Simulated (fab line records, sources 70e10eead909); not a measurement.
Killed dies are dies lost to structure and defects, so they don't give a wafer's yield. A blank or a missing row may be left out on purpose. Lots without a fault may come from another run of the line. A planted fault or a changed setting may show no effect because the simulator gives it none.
Which tool did it? | flow nand_harc | 12 lots, 34 wafers sampled, at 1 step of a route of 1302

WHAT THE GAUGES READ, wafer by wafer
NHARC_A_CONTACT_CD_MEAS_08: target cd 200 nm. Usual: cd_nm 200.3 nm, standard deviation 0.65.
lot  | measured     | on        | cd_nm (nm)        | flag
L816 | day 22 17:25 | cd_sem-02 | 199.0 200.3 200.4 |
L820 | day 23 18:33 | cd_sem-03 | 200.1 199.0 198.7 |
L819 | day 23 18:42 | cd_sem-01 | 200.4 200.2 200.3 |
L821 | day 24 14:22 | cd_sem-02 | 200.1 200.0 199.6 |
L823 | day 25 08:26 | cd_sem-01 | 200.6 201.6 200.6 |
L822 | day 25 08:45 | cd_sem-02 | 200.2 201.1 199.6 |
L824 | day 25 19:04 | cd_sem-01 | 201.1 200.6 199.6 |
L830 | day 27 18:12 | cd_sem-01 | 201.2 201.4 201.2 |
L828 | day 28 01:45 | cd_sem-02 | 200.1 199.8 200.4 |
L836 | day 30 12:16 | cd_sem-02 | 201.0 200.2 199.5 |
L835 | day 30 18:30 | cd_sem-03 | 200.2             |
L837 | day 31 09:48 | cd_sem-01 | 199.5 200.7 200.2 |

WHICH TOOL RAN EACH LOT (tool, then ch and the chambers of the sampled wafers, then the start)
The record holds no process step before these readings.

WHAT THE TOOLS THEMSELVES READ (means of the sampled wafers that have a number; where no wafer has one, the mark that the record gives instead)
The record holds no such reading with a usual standard deviation.

THE ANSWER, worked out from the rows above alone
Rule: a lot is off if the mean of its wafers that have a number lies more than 3 standard deviations from the usual mean. A lot without any number at a reading at which 4 lots or more have one is off too. The other lots that the step has rows for count as sound. The gauges are gone through in route order, then the tools' own readings, and for those a lot's mean is taken as printed above. The first step at which some lot is off is used, and at that step the reading that is off furthest; a lot without a number counts as furthest.
No lot is off at any reading shown: from this, nothing can be told.

WHAT THE SIMULATOR HAD PUT IN
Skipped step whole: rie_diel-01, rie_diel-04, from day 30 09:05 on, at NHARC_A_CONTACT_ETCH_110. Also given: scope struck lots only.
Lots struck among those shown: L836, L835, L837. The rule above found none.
